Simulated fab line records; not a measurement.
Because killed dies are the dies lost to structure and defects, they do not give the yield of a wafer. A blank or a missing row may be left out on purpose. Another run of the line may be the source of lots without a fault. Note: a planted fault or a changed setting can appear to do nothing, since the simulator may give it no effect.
fab line records	flow n5-finfet	part 1 of 2: steps 1 to 4 of 6
[record] lots = 21	wafers = 63	last-day = 18
route steps=1938 shown PMOS_HMC_CHANNEL_EPI@68 FIN_SAQP@138
lots untouched by any fault: they come from a run of this same line in which no faults occurred
start-h: hours from the record's opening day to when the first of the lot's shown wafers began	wait-h: hours elapsed since this lot's preceding step	" repeats the value in the row above	L1.1+2: one row covering several wafers at once	- no value, or no start given	* or withheld: withheld	< > ~ a bound
route shown NAME@n: names a module that has steps shown in the file, with the first one's number in the route	usual: mean/standard deviation of fault-free wafers	same: alike in all rows	chamber/n: place in a boat	sites: the reading at each site	_std_site: standard deviation of those values	_edge_site: mean of outer sites minus mean of inner sites	radius-mm: how far each site lies from the wafer's centre	mask NAME#n: copy n	behind: tool/chamber where the wafer was last shaped	hold: why the lot went on hold/how many hours it stayed there/how the hold came to an end	device: the n, p or np transistor that did not switch	end of line: at the end of the route, the tests of the same wafers	for a step that has no rows: nothing shown but its recipe	killed: dies that structure and defects cost at the first sort, which is not the same as the wafer's yield	map: the dies of a wafer, with x for killed, . for not killed, _ for no die there
set.NAME: the setting as run; set.NAME@STEP: as run at that earlier step	model.NAME: the simulator's own value behind a step, which no gauge read
steps of the route over a sample of lots; a table a step, a row a wafer
services: when a tool's chamber went out of use (start-h, in hours from the record's first day, below 0 if earlier), for how many hours, and the reason
[[steps]]
[step N5_PMOS_HMC_CHANNEL_EPI_DESCUM_14]
[recipe] chemistry = O2	time-s = 7.9	source-power-w = 50	bias-power-w = 20	pressure-mtorr = 20	rf-frequency-hz = 2.712e+07	temp-c = 40	resist = CAR-ArF-block	o2-flow-sccm = 225
[usual] drypump-motor-current-A = 5.8/0.4	oes-product-au = 0.76/0.074	rf-fwd-power-W = 49.35/0.24	rf-vpp-V = 243.3/1.3	showerhead-plenum-p-Torr = 2.10/0.073	throttle-valve-pct = 20.43/0.26
lot.wafer	tool	chamber	start-h	wait-h	drypump-motor-current-A	oes-product-au	rf-fwd-power-W	rf-hours-counter-h	rf-vpp-V	showerhead-plenum-p-Torr	throttle-valve-pct
L074.4	rie-diel-01	1	17.57	0.3	6.4	0.68	49.49	248	242.8	2.06	20.47
L074.5	"	3	"	"	5.9	0.88	49.41	-	245.1	2.23	20.39
L074.6	"	2	"	"	5.6	0.75	49.81	-	244.0	2.08	19.95
L075.1	rie-diel-06	1	23.27	0.1	5.5	0.70	49.13	189	243.5	2.09	20.33
L075.2	"	2	"	"	5.2	0.76	49.05	141	244.5	2.18	20.55
L075.6	"	1	"	"	5.5	0.70	49.10	-	242.1	2.09	20.33
L076.3	rie-diel-01	2	29.49	0.0	5.5	0.75	49.38	138	244.4	2.08	19.95
L076.4	"	2	"	"	5.6	0.75	49.23	-	244.8	2.08	19.95
L076.5	"	3	"	"	5.9	0.87	49.37	-	246.3	2.23	20.39
L077.2	rie-diel-01	2	35.53	0.3	5.6	0.75	49.47	140	244.2	2.08	19.96
L077.3	"	3	"	"	5.9	0.86	49.25	62	244.7	2.23	20.40
L077.6	"	0	"	"	5.4	0.85	49.73	-	244.7	2.15	20.73
L078.1	rie-diel-01	3	41.43	0.0	5.9	0.86	49.53	64	244.8	2.23	20.41
L078.3	"	0	"	"	5.4	0.85	49.69	44	244.3	2.15	20.73
L078.6	"	2	"	"	5.6	0.75	49.51	-	242.2	2.08	19.96
L081.1	rie-diel-02	1	59.52	0.5	5.2	0.80	49.42	123	241.3	2.02	20.08
L081.3	"	3	"	"	6.4	0.70	49.10	185	242.3	2.09	20.49
L081.5	"	3	"	"	6.4	0.72	49.12	-	243.5	2.09	20.50
L082.1	rie-diel-06	0	65.60	0.3	5.9	0.71	49.01	218	242.7	2.08	20.55
L082.2	"	2	"	"	5.2	0.75	49.50	155	245.0	2.17	20.59
L082.3	"	3	"	"	5.5	1.02	49.20	0	244.5	2.14	20.10
L083.2	rie-diel-02	1	71.61	0.3	5.2	0.81	49.37	127	240.3	2.02	20.08
L083.3	"	2	"	"	5.8	0.74	49.32	158	245.1	2.18	20.51
L083.5	"	3	"	"	6.4	0.70	49.08	-	242.4	2.09	20.51
L084.1	rie-diel-02	3	77.41	0.1	6.4	0.70	48.94	191	241.6	2.09	20.49
L084.3	"	2	"	"	5.8	0.74	49.20	159	244.7	2.18	20.52
L084.6	"	2	"	"	5.8	0.73	49.27	-	243.2	2.18	20.51
L086.1	rie-diel-02	2	89.34	0.0	5.8	0.74	49.39	163	246.2	2.18	20.53
L086.4	"	3	"	"	6.4	0.70	49.23	195	241.2	2.08	20.50
L086.5	"	3	"	"	6.4	0.70	49.18	-	243.2	2.08	20.51
L087.2	rie-diel-02	0	95.29	0.0	5.9	0.70	49.43	205	241.3	1.98	20.79
L087.5	"	1	"	"	5.2	0.80	49.37	-	243.3	2.02	20.08
L087.6	"	0	"	"	5.9	0.70	49.44	-	242.7	1.98	20.78
L088.3	rie-diel-06	2	101.27	0.0	5.2	0.74	48.99	165	243.7	2.17	20.59
L088.4	"	0	"	"	5.9	0.70	49.20	227	243.2	2.08	20.58
L088.6	"	3	"	"	5.5	0.95	48.90	-	245.7	2.14	20.11
L089.3	rie-diel-01	3	107.54	0.0	5.9	0.84	49.49	83	243.9	2.22	20.46
L089.4	"	0	"	"	5.4	0.83	49.58	64	244.5	2.14	20.78
L089.6	"	2	"	"	5.6	0.74	49.20	-	242.7	2.07	20.00
L090.2	rie-diel-02	3	114.48	0.0	6.4	0.69	48.89	202	242.0	2.08	20.54
L090.4	"	2	"	"	5.8	0.74	49.35	171	244.0	2.18	20.53
L090.6	"	3	"	"	6.4	0.69	49.07	-	242.1	2.08	20.52
L091.1	rie-diel-02	0	119.60	0.0	5.9	0.69	49.59	213	241.6	1.97	20.79
L091.3	"	1	"	"	5.2	0.78	49.38	141	241.3	2.02	20.10
L091.6	"	2	"	"	5.8	0.74	48.98	-	243.3	2.18	20.54
L092.2	rie-diel-01	2	125.56	0.0	5.6	0.73	49.32	168	244.1	2.07	20.01
L092.4	"	3	"	"	5.9	0.84	49.30	89	245.0	2.22	20.45
L092.6	"	0	"	"	5.4	0.82	49.47	-	244.6	2.14	20.76
L093.1	rie-diel-02	0	130.94	0.0	5.9	0.68	49.38	216	242.1	1.97	20.81
L093.2	"	1	"	"	5.2	0.78	49.35	144	242.6	2.01	20.10
L093.5	"	3	"	"	6.4	0.69	49.34	-	244.0	2.08	20.53
L094.1	rie-diel-01	0	137.83	0.4	5.4	0.81	49.75	74	242.3	2.14	20.79
L094.2	"	1	"	"	6.4	0.89	49.48	23	242.2	2.05	20.23
L094.6	"	2	"	"	5.5	0.73	49.46	-	242.3	2.07	20.01
L095.1	rie-diel-06	3	143.27	0.0	5.5	0.91	49.03	21	244.5	2.13	20.13
L095.3	"	2	"	"	5.2	0.73	48.81	178	244.4	2.16	20.61
L095.5	"	1	"	"	5.5	0.68	49.28	-	241.7	2.08	20.39
L096.1	rie-diel-01	0	149.38	0.0	5.4	0.81	49.66	77	245.0	2.13	20.78
L096.2	"	3	"	"	5.9	0.83	49.67	96	245.4	2.22	20.45
L096.3	"	2	"	"	5.6	0.73	49.15	174	242.7	2.06	20.02
L097.2	rie-diel-02	1	155.70	0.1	5.2	0.77	49.73	152	242.1	2.01	20.13
L097.4	"	0	"	"	5.9	0.69	49.79	225	242.0	1.97	20.80
L097.6	"	1	"	"	5.2	0.77	49.62	-	240.5	2.01	20.13
[step N5_PMOS_HMC_CHANNEL_EPI_STRIP_33]
[recipe] chemistry = N2/H2	power-w = 500	temp-c = 40	pressure-mtorr = 50	rf-frequency-hz = 6e+07	overash-fraction = 0.3	bias-power-w = 8	h2-frac = 0.5	n2-flow-sccm = 300	h2-flow-sccm = 300
[usual] drypump-motor-current-A = 5.8/0.4	oes-product-au = 0.76/0.076	rf-vpp-V = 54.4/1.6	showerhead-plenum-p-Torr = 3.36/0.1	throttle-valve-pct = 18.95/0.26
[same] overash-fraction = 0.3
lot.wafer	tool	chamber	start-h	wait-h	drypump-motor-current-A	oes-product-au	rf-hours-counter-h	rf-vpp-V	showerhead-plenum-p-Torr	throttle-valve-pct
L074.4	rie-diel-01	1	17.70	0.0	6.4	0.67	248	56.7	3.30	19.02
L074.5	"	3	"	"	5.9	0.88	-	55.7	3.52	18.55
L074.6	"	2	"	"	5.6	0.76	-	51.4	3.38	19.22
L075.1	rie-diel-06	1	23.41	0.0	5.5	0.71	189	54.1	3.36	18.91
L075.2	"	2	"	"	5.2	0.78	141	52.8	3.52	19.11
L075.6	"	1	"	"	5.5	0.70	-	57.2	3.36	18.95
L076.3	rie-diel-01	2	29.62	0.0	5.6	0.75	138	52.4	3.38	19.21
L076.4	"	2	"	"	5.6	0.74	-	55.1	3.38	19.21
L076.5	"	3	"	"	5.9	0.88	-	55.1	3.51	18.54
L077.2	rie-diel-01	2	35.66	0.0	5.6	0.76	141	53.3	3.38	19.23
L077.3	"	3	"	"	5.9	0.86	62	55.5	3.51	18.54
L077.6	"	0	"	"	5.4	0.86	-	53.3	3.39	18.72
L078.1	rie-diel-01	3	41.56	0.0	5.9	0.87	64	54.3	3.51	18.57
L078.3	"	0	"	"	5.4	0.84	44	55.3	3.39	18.75
L078.6	"	2	"	"	5.6	0.75	-	52.2	3.38	19.19
L081.1	rie-diel-02	1	59.65	0.0	5.2	0.80	123	57.0	3.25	18.69
L081.3	"	3	"	"	6.4	0.71	185	54.6	3.32	18.84
L081.5	"	3	"	"	6.4	0.70	-	55.3	3.32	18.81
L082.1	rie-diel-06	0	65.73	0.0	5.9	0.71	218	55.3	3.30	19.46
L082.2	"	2	"	"	5.2	0.74	155	53.5	3.51	19.13
L082.3	"	3	"	"	5.6	1.02	0	56.0	3.41	18.64
L083.2	rie-diel-02	1	71.74	0.0	5.2	0.82	127	53.7	3.25	18.70
L083.3	"	2	"	"	5.8	0.74	158	56.3	3.50	19.11
L083.5	"	3	"	"	6.4	0.70	-	56.1	3.32	18.84
L084.1	rie-diel-02	3	77.54	0.0	6.4	0.71	191	52.4	3.31	18.82
L084.3	"	2	"	"	5.8	0.73	159	52.7	3.51	19.14
L084.6	"	2	"	"	5.8	0.74	-	53.9	3.51	19.14
L086.1	rie-diel-02	2	89.47	0.0	5.8	0.74	163	53.5	3.50	19.14
L086.4	"	3	"	"	6.4	0.70	195	53.1	3.31	18.81
L086.5	"	3	"	"	6.4	0.70	-	54.8	3.31	18.80
L087.2	rie-diel-02	0	95.42	0.0	5.9	0.69	206	51.8	3.18	19.12
L087.5	"	1	"	"	5.2	0.79	-	55.8	3.25	18.68
L087.6	"	0	"	"	6.0	0.70	-	53.6	3.18	19.12
L088.3	rie-diel-06	2	101.40	0.0	5.2	0.73	165	53.8	3.50	19.16
L088.4	"	0	"	"	5.9	0.69	227	55.5	3.30	19.49
L088.6	"	3	"	"	5.5	0.95	-	53.7	3.41	18.61
L089.3	rie-diel-01	3	107.68	0.0	5.9	0.85	83	56.2	3.50	18.57
L089.4	"	0	"	"	5.3	0.82	64	54.4	3.38	18.79
L089.6	"	2	"	"	5.6	0.74	-	52.3	3.37	19.23
L090.2	rie-diel-02	3	114.61	0.0	6.4	0.69	203	54.2	3.31	18.83
L090.4	"	2	"	"	5.8	0.73	171	52.0	3.50	19.13
L090.6	"	3	"	"	6.4	0.70	-	54.5	3.31	18.85
L091.1	rie-diel-02	0	119.73	0.0	5.9	0.69	213	53.7	3.18	19.10
L091.3	"	1	"	"	5.2	0.78	141	55.5	3.24	18.74
L091.6	"	2	"	"	5.8	0.74	-	53.5	3.50	19.15
L092.2	rie-diel-01	2	125.70	0.0	5.6	0.72	168	56.0	3.37	19.28
L092.4	"	3	"	"	5.9	0.83	89	53.1	3.50	18.58
L092.6	"	0	"	"	5.4	0.81	-	50.4	3.38	18.80
L093.1	rie-diel-02	0	131.07	0.0	6.0	0.70	216	55.4	3.17	19.13
L093.2	"	1	"	"	5.2	0.77	144	55.6	3.24	18.71
L093.5	"	3	"	"	6.4	0.69	-	53.1	3.31	18.86
L094.1	rie-diel-01	0	137.96	0.0	5.4	0.81	74	52.5	3.38	18.81
L094.2	"	1	"	"	6.4	0.89	23	53.0	3.29	18.64
L094.6	"	2	"	"	5.6	0.73	-	52.5	3.36	19.28
L095.1	rie-diel-06	3	143.40	0.0	5.5	0.91	21	54.1	3.40	18.69
L095.3	"	2	"	"	5.2	0.72	178	54.3	3.49	19.16
L095.5	"	1	"	"	5.5	0.68	-	54.0	3.34	18.95
L096.1	rie-diel-01	0	149.52	0.0	5.3	0.82	77	55.8	3.37	18.78
L096.2	"	3	"	"	5.9	0.84	96	51.4	3.49	18.63
L096.3	"	2	"	"	5.6	0.73	174	56.8	3.36	19.28
L097.2	rie-diel-02	1	155.83	0.0	5.2	0.78	152	53.7	3.24	18.74
L097.4	"	0	"	"	5.9	0.69	225	52.4	3.17	19.14
L097.6	"	1	"	"	5.2	0.77	-	50.6	3.24	18.70
[step N5_PMOS_HMC_CHANNEL_EPI_FIN_RECESS_16]
[recipe] chemistry = HBr/Cl2	target = Si	mask-material = SiO2	target-depth-a = 540	time-s = 18	pressure-mtorr = 10	icp-w = 800	bias-w = 75	HBr_flow_sccm = 150	Cl2_flow_sccm = 80
[usual] bias-w = 74.97/0.22	drypump-motor-current-A = 5.6/0.36	mfc-cl2-sccm = 79.98/0.25	oes-product-au = 0.995/0.018	rf-fwd-power-W = 795/3.1	throttle-valve-pct = 35.5/0.3
lot.wafer	tool	chamber	start-h	wait-h	bias-w	drypump-motor-current-A	mfc-cl2-sccm	oes-product-au	rf-fwd-power-W	rf-hours-counter-h	throttle-valve-pct
L074.4	rie-si-01	3	18.04	0.0	74.76	5.7	80.35	1.000	792	111	35.0
L074.5	"	2	"	"	74.66	5.9	80.18	0.988	795	-	35.3
L074.6	"	1	"	"	75.11	5.5	79.50	1.002	800	-	35.4
L075.1	rie-si-04	3	23.75	0.0	74.54	5.4	79.55	1.010	796	132	35.7
L075.2	"	0	"	"	75.03	5.0	80.18	0.993	791	16	35.3
L075.6	"	2	"	"	75.15	5.4	79.89	1.032	799	-	35.6
L076.3	rie-si-04	3	29.95	0.0	75.45	5.4	80.30	0.997	791	132	35.7
L076.4	"	1	"	"	75.04	5.8	80.00	1.044	792	56	35.4
L076.5	"	1	"	"	74.99	5.7	80.14	1.040	793	-	35.4
L077.2	rie-si-04	0	35.99	0.0	74.77	5.0	79.80	0.984	792	16	35.3
L077.3	"	1	"	"	74.99	5.8	79.73	1.033	795	56	35.4
L077.6	"	2	"	"	74.77	5.4	79.75	1.013	795	-	35.6
L078.1	rie-si-01	3	41.88	0.0	75.21	5.7	79.78	0.994	796	112	35.0
L078.3	"	2	"	"	75.07	5.8	79.74	0.987	797	47	35.3
L078.6	"	3	"	"	75.35	5.7	80.10	0.993	796	-	35.0
L081.1	rie-si-01	2	59.98	0.0	74.69	5.9	80.19	0.982	792	48	35.3
L081.3	"	1	"	"	75.10	5.4	79.77	1.011	793	58	35.3
L081.5	"	2	"	"	74.99	5.8	80.28	0.979	788	-	35.3
L082.1	rie-si-04	2	66.06	0.0	75.35	5.4	79.79	1.026	797	15	35.6
L082.2	"	1	"	"	74.63	5.7	79.91	1.036	796	56	35.4
L082.3	"	3	"	"	74.85	5.4	79.79	0.992	793	133	35.7
L083.2	rie-si-04	2	72.06	0.0	74.77	5.4	80.31	1.027	794	15	35.6
L083.3	"	0	"	"	74.97	5.0	80.05	0.983	793	17	35.3
L083.5	"	2	"	"	75.04	5.4	80.13	1.030	797	-	35.6
L084.1	rie-si-06	3	77.86	0.0	75.10	6.3	79.38	0.993	796	111	35.1
L084.3	"	2	"	"	75.19	5.3	80.19	0.989	798	87	35.3
L084.6	"	1	"	"	75.12	5.5	80.29	0.983	800	-	35.6
L086.1	rie-si-01	3	89.79	0.0	74.83	5.7	80.07	0.997	795	112	35.0
L086.4	"	1	"	"	75.17	5.5	79.98	1.005	799	59	35.3
L086.5	"	2	"	"	74.67	5.9	79.84	0.991	793	-	35.3
L087.2	rie-si-01	3	95.74	0.0	75.04	5.7	79.71	0.993	797	112	35.0
L087.5	"	1	"	"	75.00	5.5	80.03	0.999	797	-	35.4
L087.6	"	0	"	"	75.04	6.2	79.99	0.980	792	-	35.8
L088.3	rie-si-01	1	101.72	0.0	75.04	5.5	80.18	0.999	799	59	35.4
L088.4	"	2	"	"	75.00	5.9	79.39	0.977	792	49	35.3
L088.6	"	3	"	"	74.64	5.7	79.74	0.994	795	-	35.0
L089.3	rie-si-04	1	108.00	0.0	75.21	5.8	79.75	1.028	793	57	35.4
L089.4	"	2	"	"	74.98	5.4	80.25	1.023	796	15	35.6
L089.6	"	3	"	"	75.06	5.4	79.84	0.993	791	-	35.7
L090.2	rie-si-06	2	114.93	0.0	75.22	5.3	79.99	0.992	799	88	35.3
L090.4	"	0	"	"	74.66	5.2	80.16	0.982	793	89	36.1
L090.6	"	1	"	"	74.96	5.5	79.79	0.977	799	-	35.6
L091.1	rie-si-01	0	120.05	0.0	74.67	6.2	80.06	0.981	799	27	35.8
L091.3	"	1	"	"	75.04	5.4	80.07	1.009	796	60	35.4
L091.6	"	0	"	"	74.89	6.1	80.12	0.973	793	-	35.8
L092.2	rie-si-06	3	126.02	0.0	74.87	6.3	79.75	0.964	794	112	35.1
L092.4	"	2	"	"	74.88	5.3	79.72	0.993	796	88	35.3
L092.6	"	1	"	"	74.89	5.5	79.93	0.967	797	-	35.6
L093.1	rie-si-04	0	131.40	0.0	75.09	5.0	80.52	0.986	791	18	35.3
L093.2	"	3	"	"	74.89	5.4	80.05	0.996	797	134	35.7
L093.5	"	2	"	"	74.78	5.4	80.04	1.026	801	-	35.6
L094.1	rie-si-01	2	138.28	0.0	74.73	5.9	80.29	0.981	793	49	35.3
L094.2	"	3	"	"	75.32	5.7	80.09	0.996	798	113	35.0
L094.6	"	3	"	"	74.72	5.7	80.32	0.999	796	-	35.0
L095.1	rie-si-01	1	143.73	0.0	75.05	5.5	80.61	1.003	797	60	35.4
L095.3	"	2	"	"	75.03	5.8	80.25	0.990	792	49	35.3
L095.5	"	0	"	"	74.91	6.1	79.88	0.979	794	-	35.8
L096.1	rie-si-04	1	149.84	0.0	75.01	5.8	79.81	1.026	791	58	35.4
L096.2	"	2	"	"	75.13	5.4	80.25	1.008	804	16	35.6
L096.3	"	3	"	"	75.02	5.4	80.02	0.988	793	134	35.7
L097.2	rie-si-06	3	156.16	0.0	74.64	6.3	80.02	0.979	791	112	35.1
L097.4	"	1	"	"	74.85	5.5	80.00	0.974	796	7	35.6
L097.6	"	0	"	"	74.71	5.2	80.05	0.987	797	-	36.1
[step N5_FIN_SAQP_SPACER2_ALD_28]
[recipe] material = SiO2	target-thk-a = 81	temp-c = 300	ald-precursor-family = BDEAS	ald-co-reactant = O2-plasma	pulse-time-s = 1	purge-time-s = 2	co-reactant-purge-time-s = 2	pressure-torr = 2
[usual] heater-power-w = 495/54	precursor-pulse-height-rel = 0.999/0.022
[same] purge-time-s = 2
lot.wafer	tool	chamber	start-h	wait-h	heater-power-w	precursor-pulse-height-rel
L074.4	ald-sin-04	0	25.59	0.1	414	1.023
L074.5	"	0	"	"	411	1.028
L074.6	"	1	"	"	579	1.032
L075.1	ald-sin-04	1	31.62	0.2	569	1.030
L075.2	"	2	"	"	503	0.997
L075.6	"	2	"	"	490	0.983
L076.3	ald-sin-03	0	37.49	0.1	424	0.994
L076.4	"	3	"	"	473	1.012
L076.5	"	1	"	"	562	1.001
L077.2	ald-sin-01	1	43.79	0.1	427	0.980
L077.3	"	3	"	"	463	1.004
L077.6	"	0	"	"	503	1.011
L078.1	ald-sin-04	0	48.79	0.1	413	0.974
L078.3	"	2	"	"	499	1.006
L078.6	"	0	"	"	410	0.983
L081.1	ald-sin-01	1	67.24	0.1	433	0.996
L081.3	"	3	"	"	447	1.014
L081.5	"	2	"	"	556	0.987
L082.1	ald-sin-01	0	73.08	0.2	501	1.036
L082.2	"	3	"	"	471	0.979
L082.3	"	2	"	"	557	0.971
L083.2	ald-sin-04	0	81.46	0.1	419	1.018
L083.3	"	2	"	"	508	1.011
L083.5	"	1	"	"	554	0.998
L084.1	ald-sin-03	1	85.31	0.1	548	0.988
L084.3	"	0	"	"	425	0.985
L084.6	"	1	"	"	547	1.006
L086.1	ald-sin-01	0	98.52	0.1	517	0.983
L086.4	"	1	"	"	440	0.996
L086.5	"	3	"	"	457	1.018
L087.2	ald-sin-01	2	103.43	0.1	560	0.997
L087.5	"	1	"	"	435	0.995
L087.6	"	2	"	"	552	0.992
L088.3	ald-sin-03	3	110.46	0.1	475	0.999
L088.4	"	2	"	"	534	1.019
L088.6	"	0	"	"	427	1.015
L089.3	ald-sin-01	1	115.68	0.1	432	0.998
L089.4	"	3	"	"	474	1.013
L089.6	"	0	"	"	512	0.957
L090.2	ald-sin-01	3	122.82	1.0	454	1.017
L090.4	"	1	"	"	435	1.032
L090.6	"	0	"	"	504	0.984
L091.1	ald-sin-01	1	128.09	0.1	442	1.021
L091.3	"	0	"	"	503	1.014
L091.6	"	2	"	"	561	0.967
L092.2	ald-sin-01	3	134.08	0.1	454	1.033
L092.4	"	0	"	"	503	0.986
L092.6	"	0	"	"	516	0.975
L093.1	ald-sin-01	2	139.01	0.1	551	0.985
L093.2	"	0	"	"	502	0.982
L093.5	"	3	"	"	466	0.988
L094.1	ald-sin-01	3	147.06	0.1	459	0.988
L094.2	"	2	"	"	560	1.010
L094.6	"	1	"	"	426	1.004
L095.1	ald-sin-04	3	151.87	0.1	591	1.002
L095.3	"	1	"	"	574	0.978
L095.5	"	0	"	"	423	0.980
L096.1	ald-sin-03	2	157.92	0.1	529	0.985
L096.2	"	0	"	"	424	1.027
L096.3	"	1	"	"	555	0.997
L097.2	ald-sin-01	0	163.17	0.1	520	0.996
L097.4	"	3	"	"	458	0.982
L097.6	"	3	"	"	469	1.009
